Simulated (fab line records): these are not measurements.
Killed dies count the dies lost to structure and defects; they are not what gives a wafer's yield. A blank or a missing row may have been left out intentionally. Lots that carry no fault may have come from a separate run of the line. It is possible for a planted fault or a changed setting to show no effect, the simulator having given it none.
fab line records	flow n5Finfet
[record] lots = 5	wafers = 15	lastDay = 19
route steps=1938 shown BEOL_M4@1099 BEOL_M5@1112 BEOL_M10@1499 PASSIVATION@1936
lots that met no fault: from a run of the same line without faults
startH: hours from the record's opening day to when the first of the lot's shown wafers began	waitH: hours since the lot's step before	" the same as in the row above	L1.1+2: a row that stands for several wafers	- no value present, or no start provided	* or withheld: withheld	< > ~ a bound
route shown NAME@n: names a module that has steps shown in the file, with the first one's number in the route	usual: mean/standard deviation of fault-free wafers	same: alike in all rows	chamber/n: place in a boat	sites: per-site readings	_std_site: standard deviation of those values	_edge_site: the outer-site mean with the inner-site mean subtracted	radiusMm: how far each site lies from the wafer's centre	mask NAME#n: copy n	behind: the last tool/chamber to shape the wafer	hold: why the lot went on hold/how many hours it stayed there/how the hold came to an end	device: transistor that didn't switch, given as n, p or np	end of line: the tests these same wafers got at the end of their route	a step with no rows: only its recipe	killed: count of dies lost to structure and defects at first sort (not the wafer's yield)	map: per-die view of a wafer (x killed, . not killed, _ where there is no die)
set.NAME: the run value of the setting; set.NAME@STEP: its run value at that earlier step	model.NAME: the simulator's own value behind a step, which no gauge read
a table for each step, a row for each wafer; lots at some steps of the route
services: when a tool's chamber went out of use (startH, in hours from the record's first day, below 0 if earlier), for how many hours, and the reason
[[steps]]
[step N5_BEOL_M4_ANNEAL_95]
[recipe] tempC = 400	timeS = 240	ambient = vacuum
[step N5_BEOL_M4_SPUTTER_96]
[recipe] material = Cu	targetThkA = 45	tempC = -20	chamberPressurePa = 0.07	powerW = withheld	timeS = 8.29
[step N5_BEOL_M4_ECD_50]
[recipe] material = Cu	targetThkA = 3000
[step N5_BEOL_M4_ANNEAL_51]
[recipe] tempC = 225	timeS = 90	ambient = N2
[step N5_BEOL_M4_CMP_52]
[recipe] stopOn = SiOC	tOverpolishS = 6.8	downForcePsi = 1	platenRpm = 50	clearingPlatenDownForcePsi = 1.5	clearingPlatenRpm = 50	postCmpClean = cuAlkaline	targetThkNm = 40	clearingPlatenPadVelocityMS = 0.99484	padVelocityMS = 0.99484
[step N5_BEOL_M4_PRE_CLEAN_60]
[recipe] gas = NH3/H2	timeS = 15	tempC = *	rfPowerW = 300
[step N5_BEOL_M4_CO_CAP_55]
[recipe] material = Co	targetThkA = 20	tempC = 200	precursor = CCTBA/H2	pressureTorr = 30	timeS = 102.1
[step N5_BEOL_M4_PRE_CLEAN_56]
[recipe] gas = NH3	timeS = 15	tempC = withheld	rfPowerW = 300
[step N5_BEOL_M4_DEP_57]
[recipe] material = SiCN	targetThkA = 80	tempC = withheld	precursor = 3MS/NH3	pressureTorr = 3	rfW = 202	timeS = 14
[step N5_BEOL_M4_RC_MEAS_101]
[usual] DIBL_N = 36.3/2.2	DIBL_P = 36.0/2.4	IOFF_N = 0.16/0.042	IOFF_P = 0.22/0.041	ION_N = 672/14	ION_P = 462/7.9	SS_N = 71.7/0.76	SS_P = 73.3/0.72	VT_N = 250/3.6	VT_P = -249/3
lot.wafer	tool	chamber	startH	waitH	DIBL_N[mV/V]	DIBL_P[mV/V]	IOFF_N[nA/um]	IOFF_P[nA/um]	ION_N[uA/um]	ION_P[uA/um]	SS_N[mV/dec]	SS_P[mV/dec]	VT_N[mV]	VT_P[mV]
L549.3	prober-02	0	179.81	0.3	35.8	35.3	0.17	0.21	675	459	71.3	73.4	250	-251
L549.4	"	0	"	"	36.8	37.9	0.19	0.26	682	472	71.7	73.7	248	-248
L549.6	"	0	"	"	35.3	35.9	0.15	0.22	673	463	70.9	72.6	251	-252
L551.2	prober-02	0	192.12	0.2	36.5	37.3	0.15	0.23	654	455	72.0	73.1	253	-251
L551.4	"	0	"	"	33.4	33.7	0.13	0.18	669	462	70.8	72.4	252	-253
L551.5	"	0	"	"	36.3	37.2	0.16	0.24	667	464	71.6	73.4	248	-249
L553.3	prober-01	0	205.51	0.3	34.7	34.8	0.14	0.20	664	461	71.5	72.4	251	-251
L553.4	"	0	"	"	36.1	35.8	0.15	0.20	667	454	71.8	73.6	254	-250
L553.5	"	0	"	"	35.9	36.1	0.16	0.21	672	462	71.8	72.9	252	-252
L554.1	prober-02	0	209.04	0.0	34.7	33.6	0.14	0.19	653	454	71.1	73.6	254	-253
L554.3	"	0	"	"	33.6	32.8	0.13	0.21	671	469	70.4	72.1	254	-249
L554.4	"	0	"	"	34.4	34.2	0.15	0.21	677	473	71.2	73.0	250	-250
L568.1	prober-01	0	342.31	0.4	36.2	37.5	0.17	0.22	681	462	71.8	72.8	251	-248
L568.4	"	0	"	"	35.7	36.7	0.17	0.21	677	462	71.1	73.6	250	-250
L568.5	"	0	"	"	36.9	38.0	0.19	0.23	686	466	72.3	73.8	249	-248
[step N5_BEOL_M5_ILD_DEP_00]
[recipe] material = SiCOH_lowk	targetThkA = 1406.4	tempC = 300	precursor = DEMS/porogen	pressureTorr = 5	rfW = 500	timeS = 25.9
[step N5_BEOL_M5_CURE_79]
[recipe] tempC = 385	timeS = 240	ambient = He/Ar	material = SiCOH_lowk
[step N5_BEOL_M5_PECVD_70]
[recipe] material = SiO2	targetThkA = 160	tempC = 400	precursor = TEOS/O2	pressureTorr = 5.5	rfW = 450	teosFlowSccm = 53.8	gas = O2	flowSccm = 3000	timeS = 18
[step N5_BEOL_M5_HM_DEP_02]
[recipe] material = TiN	targetThkA = 200	tempC = 25	chamberPressurePa = 0.49996
[step N5_BEOL_M5_COAT_59]
[recipe] resist = SOC	tempC = 250	timeS = 60	spinRpm = 1500	resistThkNm = 60
[step N5_BEOL_M5_COAT_60]
[recipe] resist = SiARC	tempC = 220	timeS = 60	spinRpm = 1500	resistThkNm = 12
[step N5_BEOL_M5_COAT_71]
[recipe] resist = underlayer	tempC = 205	timeS = 60	spinRpm = 1500	resistThkNm = 5
[step N5_BEOL_M5_COAT_05]
[recipe] resist = CAR-EUV	spinRpm = 1500	resistThkNm = 30
[step N5_BEOL_M5_EBR_07]
[recipe] solvent = PGMEA	ebrWidthMm = 1.5
[step N5_BEOL_M5_SOFTBAKE_06]
[recipe] tempC = 110	timeS = 60	resist = CAR-EUV
[step N5_BEOL_M5_EXPOSE_08]
[recipe] maskId = M5	na = 0.33	sourceShape = annular	sigmaInner = 0.4	sigmaOuter = 0.8	polarization = unpolarized	targetCdNm = 28	doseMj = 35.75
[step N5_BEOL_M5_PEB_09]
[recipe] pebTempC = 100	pebTimeS = 60	resist = CAR-EUV
[step N5_BEOL_M5_DEVELOP_10]
[recipe] developTimeS = 30	developer = TMAH	resist = CAR-EUV	rinseLiquid = surfactantRinse	dry = airSpin	devTempC = 23
[step N5_BEOL_M5_DESCUM_16]
[recipe] chemistry = O2	timeS = 7	sourcePowerW = 50	biasPowerW = 20	pressureMtorr = 20	rfFrequencyHz = 2.712e+07	tempC = 40	resist = CAR-EUV	o2FlowSccm = 225
[step N5_BEOL_M5_ETCH_72]
[recipe] chemistry = N2/H2	target = underlayer	targetDepthA = 65	maskMaterial = CAR-EUV	timeS = 5.2	ionEnergyEv = 200	pressureMtorr = 30	sourceW = 840	biasW = 150	n2FlowSccm = 200	h2FlowSccm = 200	ends = cleared
[step N5_BEOL_M5_ETCH_61]
[recipe] chemistry = CF4	target = SiARC	targetDepthA = 156	maskMaterial = CAR-EUV	timeS = 26	ionEnergyEv = 80	pressureMtorr = 40	sourceW = 545	biasW = 36	Ar_flow_sccm = 100	cf4FlowSccm = 100	ends = cleared
[step N5_BEOL_M5_ETCH_62]
[recipe] chemistry = N2/H2	target = SOC	targetDepthA = 750	overetchA = 150	maskMaterial = SiARC	tempC = 40	timeS = 112.5	ionEnergyEv = 200	pressureMtorr = 30	sourceW = 840	biasW = 150	n2FlowSccm = 200	h2FlowSccm = 200
[step N5_BEOL_M5_STRIP_63]
[recipe] chemistry = N2/H2	tempC = 40	n2FlowSccm = 200	h2FlowSccm = 200	rfFrequencyHz = 6e+07
[step N5_BEOL_M5_STRIP_73]
[recipe] chemistry = N2/H2	tempC = 40	n2FlowSccm = 200	h2FlowSccm = 200	rfFrequencyHz = 6e+07
[step N5_BEOL_M5_STRIP_64]
[recipe] chemistry = CF4	resist = SiARC	powerW = 300	biasPowerW = 75	pressureMtorr = 50	cf4FlowSccm = 150	rfFrequencyHz = 6e+07
[step N5_BEOL_M5_HM_OPEN_17]
[recipe] chemistry = Cl2/BCl3	targetDepthA = 200	overetchA = 60	target = TiN	maskMaterial = SOC	ionEnergyEv = 150	pressureMtorr = 10	icpW = 1000	biasW = 126	Cl2_flow_sccm = 53.25	bcl3FlowSccm = 21.75	Ar_flow_sccm = 25
[step N5_BEOL_M5_STRIP_19]
[recipe] chemistry = O2	powerW = 400	tempC = 40	pressureMtorr = 30	rfFrequencyHz = 6e+07	biasPowerW = 0	overashFraction = 0.2	o2FlowSccm = 225
[step N5_BEOL_M5_COAT_65]
[recipe] resist = SOC	tempC = 250	timeS = 60	spinRpm = 1500	resistThkNm = 60
[step N5_BEOL_M5_COAT_66]
[recipe] resist = SiARC	tempC = 220	timeS = 60	spinRpm = 1500	resistThkNm = 12
[step N5_BEOL_M10_EXPOSE_25]
[recipe] maskId = V9	na = 1.35	sourceShape = annular	sigmaInner = 0.5	sigmaOuter = 0.8	polarization = unpolarized	doseMj = 85.5
[usual] exposureDoseMJCm2 = 85.43/0.079
[same] sigmaOuter = 0.8
lot.wafer	tool	chamber	startH	waitH	mask	exposureDoseMJCm2
L549.3	arfiScanner-01	0	230.05	-	V9#0	85.28
L549.4	"	0	"	"	V9#0	85.43
L549.6	"	0	"	"	V9#0	85.36
L551.2	arfiScanner-01	0	239.61	-	V9#0	97.06
L551.4	"	0	"	"	V9#0	97.06
L551.5	"	0	"	"	V9#0	97.06
L553.3	arfiScanner-01	0	250.59	-	V9#0	94.83
L553.4	"	0	"	"	V9#0	94.76
L553.5	"	0	"	"	V9#0	94.84
L554.1	arfiScanner-01	0	254.92	-	V9#0	92.79
L554.3	"	0	"	"	V9#0	92.82
L554.4	"	0	"	"	V9#0	92.89
L568.1	arfiScanner-02	0	409.38	-	V9#0	85.35
L568.4	"	0	"	"	V9#0	85.44
L568.5	"	0	"	"	V9#0	85.41
[step N5_BEOL_M10_CD_MEAS_28]
[recipe] targetCdNm = 70	landingEnergyEv = 500	detector = seInlens	polarity = opening
[usual] cdNm = 69.8/0.91
lot.wafer	tool	chamber	startH	waitH	cdNm
L549.3	cdSem-02	0	230.17	-	68.5
L549.4	"	0	"	"	69.8
L549.6	"	0	"	"	69.0
L551.2	cdSem-01	0	239.74	-	81.9
L551.4	"	0	"	"	81.5
L551.5	"	0	"	"	80.6
L553.3	cdSem-03	0	250.71	-	80.2
L553.4	"	0	"	"	79.7
L553.5	"	0	"	"	80.2
L554.1	cdSem-03	0	255.05	-	77.8
L554.3	"	0	"	"	77.3
L554.4	"	0	"	"	77.8
L568.1	cdSem-01	0	409.51	-	71.3
L568.4	"	0	"	"	69.9
L568.5	"	0	"	"	69.4
[step N5_PASSIVATION_PROBE_49]
[usual] defectLimitedYield = 91.3/1.7	killed_at_M0_to_M3 = 33/9.9	killed_at_M4_up = 14/6.4	killedAtContacts = 12/7	killedAtFrontEnd = 41/13	killedAtOther = 3.1/2.9	killedDies = 103/20	killedOnRim = 13/4	killedOpen = 67/14	killedShort = 34/9.4	sort_bin_5_function = 5.1/1.1	sort_bin_6_memory = 3.2/0.79	sortNPass = 1077/21	sortYieldPct = 91.2/1.7
[same] grossDies = 1180	killedAtBackSide = 0	sort_bin_4_leakage[%] = 0	sort_bin_8_speed[%] = 0
lot.wafer	tool	chamber	startH	waitH	defectLimitedYield[%]	killed_at_M0_to_M3	killed_at_M4_up	killedAtContacts	killedAtFrontEnd	killedAtOther	killedDies	killedOnRim	killedOpen	killedShort	sort_bin_5_function[%]	sort_bin_6_memory[%]	sortNPass	sortYieldPct[%]
L549.3	prober-01	-	277.66	0.1	90.8	37	12	17	43	0	109	12	71	38	6.2	2.8	1071	90.8
L549.4	prober-01	-	277.71	0.2	92.5	29	13	15	29	2	88	8	50	36	3.5	3.5	1092	92.5
L549.6	prober-01	-	277.81	0.3	88.4	48	20	21	47	1	137	15	86	51	7.5	3.7	1043	88.4
L551.2	prober-01	-	291.35	0.1	58.2	43	393	9	48	0	493	132	62	44	5.4	3.3	687	58.2
L551.4	prober-01	-	291.45	0.2	64.8	14	332	19	47	3	415	114	64	33	4.4	3.6	765	64.8
L551.5	prober-01	-	291.50	0.2	74.2	46	224	10	21	4	305	82	56	35	4.7	2.6	875	74.2
L554.1	prober-02	-	302.87	0.0	90.7	34	31	9	35	1	110	25	59	29	4.6	2.7	1070	90.7
L554.3	prober-02	-	302.97	0.1	91.3	37	19	6	38	3	103	14	62	31	4.2	3.1	1077	91.3
L554.4	prober-02	-	303.02	0.2	86.1	52	43	9	60	0	164	37	83	47	7.0	4.0	1016	86.1
L553.3	prober-01	-	305.77	0.1	73.9	43	187	7	71	0	308	91	91	52	7.7	4.3	872	73.9
L553.4	prober-01	-	305.82	0.2	71.5	35	225	9	67	0	336	95	81	44	6.3	4.2	844	71.5
L553.5	prober-01	-	305.87	0.2	78.1	46	120	25	67	1	259	63	105	55	7.3	5.6	921	78.1
L568.1	prober-01	-	467.40	0.0	91.4	26	22	3	50	0	101	13	69	32	4.7	3.5	1079	91.4
L568.4	prober-01	-	467.55	0.2	89.2	44	17	14	50	2	127	18	84	43	6.8	3.6	1053	89.2
L568.5	prober-01	-	467.60	0.2	91.2	23	19	7	54	1	104	10	75	28	5.8	2.8	1076	91.2
// killed by level:class
L549.3 MOL_CONTACT_COAG:geometricParticle:open=15 BEOL_M0_SAQP:geometricParticle:open=14 FIN_SAQP:geometricParticle:short=13 BEOL_M0_SAQP:geometricParticle:short=13 FIN_SAQP:geometricParticle:open=11 BEOL_M4:geometricParticle:open=8 BEOL_M2:geometricParticle:open=5 STARTING-WAFER:geometricParticle:short=3
L549.4 MOL_CONTACT_COAG:geometricParticle:open=10 BEOL_M2:geometricParticle:open=8 FIN_SAQP:geometricParticle:short=6 BEOL_M3:geometricParticle:open=6 MOL_CONTACT_COAG:geometricParticle:short=5 BEOL_M4:geometricParticle:short=5 BEOL_M4:geometricParticle:open=4 STARTING-WAFER:geometricParticle:short=4
L549.6 FIN_SAQP:geometricParticle:short=18 FIN_SAQP:geometricParticle:open=15 MOL_CONTACT_COAG:geometricParticle:open=15 BEOL_M0_SAQP:geometricParticle:short=12 BEOL_M3:geometricParticle:open=12 BEOL_M4:geometricParticle:open=11 BEOL_M0_SAQP:geometricParticle:open=10 MOL_CONTACT_COAG:geometricParticle:short=6
L551.2 BEOL_M10:areaExpose=386 STI_FIN_REVEAL:geometricParticle:open=17 BEOL_M0_SAQP:geometricParticle:short=11 BEOL_M0_SAQP:geometricParticle:open=10 BEOL_M1:geometricParticle:open=9 DUMMY_GATE:geometricParticle:open=6 GATE_CUT:geometricParticle:short=6 MOL_CONTACT_COAG:geometricParticle:open=5
L551.4 BEOL_M10:areaExpose=318 STI_FIN_REVEAL:geometricParticle:open=17 MOL_CONTACT_COAG:geometricParticle:open=15 BEOL_M0_SAQP:geometricParticle:short=7 FIN_SAQP:geometricParticle:short=6 DUMMY_GATE:geometricParticle:open=5 FIN_SAQP:geometricParticle:open=4 MOL_CONTACT_COAG:geometricParticle:short=4
L551.5 BEOL_M10:areaExpose=213 BEOL_M0_SAQP:geometricParticle:short=16 BEOL_M0_SAQP:geometricParticle:open=11 MOL_CONTACT_COAG:geometricParticle:open=8 BEOL_M3:geometricParticle:open=8 DUMMY_GATE:geometricParticle:open=6 BEOL_M1:geometricParticle:open=4 BEOL_M1:geometricParticle:short=3
L554.1 BEOL_M10:areaExpose=21 MOL_CONTACT_COAG:geometricParticle:open=9 STI_FIN_REVEAL:geometricParticle:open=8 FIN_SAQP:geometricParticle:open=7 FIN_SAQP:geometricParticle:short=7 BEOL_M1:geometricParticle:open=7 BEOL_M0_SAQP:geometricParticle:open=6 BEOL_M0_SAQP:geometricParticle:short=5
L554.3 BEOL_M10:areaExpose=10 STI_FIN_REVEAL:geometricParticle:open=8 DUMMY_GATE:geometricParticle:open=7 GATE_CUT:geometricParticle:short=7 BEOL_M3:geometricParticle:open=7 BEOL_M1:geometricParticle:open=7 BEOL_M2:geometricParticle:open=6 BEOL_M0_SAQP:geometricParticle:open=5
L554.4 BEOL_M10:areaExpose=28 FIN_SAQP:geometricParticle:short=19 STI_FIN_REVEAL:geometricParticle:open=15 BEOL_M1:geometricParticle:open=10 BEOL_M2:geometricParticle:open=9 FIN_SAQP:geometricParticle:open=8 DUMMY_GATE:geometricParticle:open=7 MOL_CONTACT_COAG:geometricParticle:open=7
L553.3 BEOL_M10:areaExpose=163 FIN_SAQP:geometricParticle:open=16 STI_FIN_REVEAL:geometricParticle:open=12 BEOL_M0_SAQP:geometricParticle:short=12 FIN_SAQP:geometricParticle:short=11 DUMMY_GATE:geometricParticle:open=9 BEOL_M4:geometricParticle:open=9 MOL_CONTACT_COAG:geometricParticle:open=7
L553.4 BEOL_M10:areaExpose=200 BEOL_M4:geometricParticle:open=15 FIN_SAQP:geometricParticle:short=11 STI_FIN_REVEAL:geometricParticle:open=11 BEOL_M0_SAQP:geometricParticle:short=10 BEOL_M0_SAQP:geometricParticle:open=10 FIN_SAQP:geometricParticle:open=9 MOL_CONTACT_COAG:geometricParticle:open=9
L553.5 BEOL_M10:areaExpose=98 MOL_CONTACT_COAG:geometricParticle:open=18 FIN_SAQP:geometricParticle:open=16 BEOL_M0_SAQP:geometricParticle:short=16 STI_FIN_REVEAL:geometricParticle:open=15 FIN_SAQP:geometricParticle:short=11 BEOL_M4:geometricParticle:open=8 STI_FIN_REVEAL:geometricParticle:short=7
L568.1 BEOL_M4:geometricParticle:open=16 STI_FIN_REVEAL:geometricParticle:open=15 BEOL_M3:geometricParticle:open=10 FIN_SAQP:geometricParticle:short=6 BEOL_M1:geometricParticle:open=6 DUMMY_GATE:geometricParticle:open=5 BEOL_M0_SAQP:geometricParticle:short=5 STI_FIN_REVEAL:geometricParticle:short=4
L568.4 STI_FIN_REVEAL:geometricParticle:open=18 MOL_CONTACT_COAG:geometricParticle:open=10 BEOL_M1:geometricParticle:open=10 BEOL_M3:geometricParticle:open=10 FIN_SAQP:geometricParticle:open=8 BEOL_M1:geometricParticle:short=8 BEOL_M4:geometricParticle:open=8 BEOL_M0_SAQP:geometricParticle:short=6
L568.5 STI_FIN_REVEAL:geometricParticle:open=12 FIN_SAQP:geometricParticle:open=10 BEOL_M3:geometricParticle:open=10 FIN_SAQP:geometricParticle:short=9 BEOL_M4:geometricParticle:open=9 DUMMY_GATE:geometricParticle:open=6 MOL_CONTACT_COAG:geometricParticle:open=6 BEOL_M1:geometricParticle:open=4
// map L551.2 (x killed, . not)
_________________x.xxxxxxxxxx________________
______________xxx....x..xxxxxxxx_____________
___________xxxx.x..x.x.x.x..xxxxxxx__________
__________xx.x.xx.x.x.xx.xxx.xxxxxxx_________
________.xxxx...xxx.x...xxxx.x..xxx.xx_______
_______xxxxxxx..x...x...x.xx....x.xxx.x______
______xxx..xx...x..x..x.x...x..xx.xxxxx._____
_____.xx.xx.....xxx....x.....xx...x.xxxxx____
____xx.xxxxx.x....x.........xx...x.xxxxxxx___
___xxx..xx.......xx...x.x......x.x...xxxxxx__
___.xx.x.x..x.....................x..x.xxxx__
__xxx.xx....x..xx.....x..........x...xx....x_
__xxx.xx.x...........x....x........xx.x..xxx_
_xxxxx...x.x...x..............x........xx.xxx
_xxxxx....x....x..........x...x.......xx..xxx
_xxx.xx.....xx..xx...x....x..............xxxx
_xx.x..xx..x..x.......x.............x...xxxxx
_x...xx.x...x..............x..x.xx.x.xxxxx.x.
_xxxxxx.........x...x.x.x..............x..xxx
_x.xx.x....xx...xx...............x........xxx
_xx.x.x.....x......x......x..x........x.x.xxx
__xx.....x.......................x.xx...xx.x_
__xx.x..xx....x..x......x.........xx.xx.xxxx_
___xxxxx...x.....................x.....xxxx__
___xxxxx.x..x.....x.......x.x..x....x...xxx__
____xx.....x.......x....x.....x.xx...x.xxx___
_____.x.xxxx.xx........x.x...x...x...x.xx____
______.x.xx...x............xx....x..x.x._____
_______.xxx.xx....x....xx....x..xx..xxx______
________xxxxxx.xxx.x...xxxx.....xxxx.x_______
__________xxxxxxxxx.xxx.xxx.xx.xxxx._________
___________xxxxxxxx...xx..xxxxxxx.x__________
______________xxxx.x..xxxxx.x.xx_____________
_________________x.xxxx.xxxxx________________
// map L553.4 (x killed, . not)
_________________x..x..xx.xxx________________
______________xxx...xxx.x.xx.x.._____________
___________.x..x.x...x..xx.xxx..x..__________
__________xxxxxx......x.......xxx.x._________
________xx.x.xxxx..xx.x.x...x..x.xxxxx_______
_______......xx.........x....x...x...xx______
______x.......xx.x........x.x......xx..._____
_____x....xx.....................xxx.x.x.____
____.x.xx..........x............x.xx....xx___
___x.xxx..x....xx.....x..............xxxxxx__
___.x.xx......................xx..x...x..x.__
__x...x.xx....................x.....x.....x._
__xx.................x...x...xx...x....x...._
_xx...x..............x......x..x..x....xx.xxx
_xx..........x.....x..........x..x.....x..xxx
_....x.....x..x.xxx...x....x.x...x....x....xx
_x.....x..........x...x.................xxx.x
_x.x.........x..x.......................xxxxx
_..........x.......xx..xx.................xxx
_xx...x...........xx.........x.x.......xx..xx
_x..xx.x....x.........x...x................xx
__xx.....x...x......x................x..xxxx_
__x.....x..x........x.....xxx.x...x....xx..x_
___x..x.x..x.....................x.....x.xx__
___xxxxxx...x...x..x...................x..x__
____xxxxx......x....x.....x.........x.x.xx___
_____xx..xx......x...................xx.x____
______.xx.x.x...x..............x..x.xxx._____
_______xx.x.x.x......x..........x.....x______
________xx.x.xx...xx.x....x..xxx.x..xx_______
__________xxx..x...xx........x.x.x.x_________
___________x.x.x.x.xx...x.x.x.x..x.__________
______________x.....x....xxx.xxx_____________
_________________.x.x.xxx.xxx________________
[[services]]
tool	chamber	startH	hours	kind
arfiScanner-01	-	209.21	10.0	repair
arfiScanner-02	-	212.02	0.8	pm
arfiScanner-02	-	232.26	1.3	pm
arfiScanner-01	0	239.11	-	calibration
arfiScanner-02	0	245.34	-	calibration
arfiScanner-01	-	247.91	1.0	pm
arfiScanner-01	-	258.61	3.1	pm
arfiScanner-01	-	278.00	1.0	pm
arfiScanner-01	-	287.82	0.8	pm
arfiScanner-01	-	290.98	1.3	pm
arfiScanner-02	-	310.60	0.8	pm
arfiScanner-02	-	342.37	0.3	repair
arfiScanner-02	-	357.76	1.3	pm
arfiScanner-02	-	363.61	1.0	pm
arfiScanner-02	-	385.49	4.9	pm
arfiScanner-02	0	404.11	-	calibration
[[key]]
[firstSign] step = N5_BEOL_M10_EXPOSE_25	reading = exposureDoseMJCm2	direction = up	sigmas = 99+	usual = 85.43	struck = 94.90
[effect] step = N5_BEOL_M10_CD_MEAS_28	reading = cdNm	direction = up	sigmas = 11	usual = 69.8	struck = 79.7	through = controlLoop
[effect] step = N5_PASSIVATION_PROBE_49	reading = killed_at_M4_up	direction = up	sigmas = 25	usual = 14	struck = 175	wafersMoved = 8
[moreKillsBornAt] N5_BEOL_M10_EXPOSE_25@arfiScanner-01 = 1437
metAt N5_BEOL_M10_EXPOSE_25
struckWafers L551.2,L551.4,L551.5,L553.3,L553.4,L553.5,L554.1,L554.3,L554.4
[loopTrim] step = N5_BEOL_M10_EXPOSE_25	setting = dose	lots = L553,L554
onsetBetween 230.05 239.61
[fault] kind = processParameterDrift	tool = arfiScanner-01	chamber = -	onsetH = 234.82	steps = N5_BEOL_M10_EXPOSE_25	channel = doseMj	offset = 11.617	shape = step	actsIn = theseRecipesOnly	stated = 85.5
// loopTrim: a control loop set the setting to another value than it would have without faults
